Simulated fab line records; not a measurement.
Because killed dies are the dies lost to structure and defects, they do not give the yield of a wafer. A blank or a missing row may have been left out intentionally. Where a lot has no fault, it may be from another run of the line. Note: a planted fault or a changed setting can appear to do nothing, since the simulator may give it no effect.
A struck lot beside a sound one ; flow nandHarc ; 14 out of 1302 route steps
Sound: these wafers, L735.1, L735.2, L735.6. Struck: wafers L752.1, L752.3, L752.5. The cause comes at the end.
Each step with rows lists, per side, the tool, then ch with its chambers, then its first start. Under that, the readings that differ: sound wafers ; struck wafers ; difference of the means ; sigmas: that difference in standard deviations of wafers without a fault.
alike: a reading whose means differ by less than 2 such deviations, as well as words and numbers matching on both sides. not compared: withheld readings; readings where some wafer has no value; bounds like >300 that might hide an equal value; numbers whose values overlap and for which the record gives no deviation.
Wherever a step has rows on one side only, a row that says differs or no value, or a row with sigmas, the two part there. When numbers do not overlap yet have no deviation, they are printed without sigmas and do not part them. Lack of a reading on every wafer of one side parts them only where that side has two or more wafers.

NHARC_A_DECK1_JOINT_CMP_02: polishes SiOx.
  sound on cmp-01 ch 0,2, day 14 14:14; struck on cmp-01 ch 0,1,3, day 22 08:39
  alike: motorCurrentA
then, 1 step without rows for these wafers: NHARC_A_DECK1_JOINT_SRD_15.
NHARC_A_DECK1_JOINT_DEP_16: deposits SiO2, target thk 45 nm.
  sound on pecvd-04 ch 0,1,2, day 14 14:38; struck on pecvd-04 ch 0,1, day 22 09:01
  alike: heaterPowerW, susceptorTempC, throttleValvePct
  not compared: sinceWetCleanH
NHARC_A_DECK1_JOINT_THK_MEAS_17: measures by ellipsometry.
  sound: filmMetro-01 at day 14 14:55; struck: filmMetro-02 at day 22 09:18
  alike: thkNm
NHARC_A_DECK1_JOINT_INSPECT_05:
  sound: defectInspect-01 at day 14 14:56; struck: defectInspect-01 at day 22 09:20
  alike: rawDefectCount
then, 1 step without rows for these wafers: NHARC_A_ONON_D2_DEP_00 (target thk 1000 nm).
NHARC_A_ONON_D2_THK_MEAS_02: measures by ellipsometry.
  sound: filmMetro-01 at day 14 15:31; struck: filmMetro-02 at day 22 09:55
  alike: thkNm
then, 1 step without rows for these wafers: NHARC_A_ONON_D2_DEP_03 (target thk 1000 nm).
NHARC_A_ONON_D2_THK_MEAS_05: measures by ellipsometry.
  sound: filmMetro-02 at day 14 16:05; struck: filmMetro-01 at day 22 10:28
  alike: thkNm
then, 1 step without rows for these wafers: NHARC_A_ONON_D2_DEP_06 (target thk 1000 nm).
NHARC_A_ONON_D2_THK_MEAS_08: measures by ellipsometry.
  sound: filmMetro-02 at day 14 16:40; struck: filmMetro-01 at day 22 11:02
  alike: thkNm
NHARC_A_ONON_D2_DEP_09: target thk 1000 nm.
  sound on pecvdOnon-02 ch 0, day 14 16:43; struck on pecvdOnon-03 ch 0, day 22 11:05
  alike: n2FlowSccm, nh3FlowSccm, susceptorTempC
NHARC_A_ONON_D2_THK_MEAS_11: measures by ellipsometry.
  sound: filmMetro-02 at day 14 17:13; struck: filmMetro-01 at day 22 11:46
reading;sound;struck;difference;sigmas
thkNm (nm);981 979 981;1418 1421 1420;+439;+40
  not compared: hold
-- jump in the record: it breaks off in module A_ONON_D2 and resumes in module END (first step shown: number 1302 of the route), and 12 days separate the struck wafers' starts before and after --
NHARC_END_SORT_01:
  at this point the record logs the struck wafers (prober-01 ch 0, day 34 13:01) and has no rows for the sound ones

WHERE THEY PART
First at NHARC_A_ONON_D2_THK_MEAS_11; last, within this record, at NHARC_END_SORT_01.

WHY: what the simulator had put in
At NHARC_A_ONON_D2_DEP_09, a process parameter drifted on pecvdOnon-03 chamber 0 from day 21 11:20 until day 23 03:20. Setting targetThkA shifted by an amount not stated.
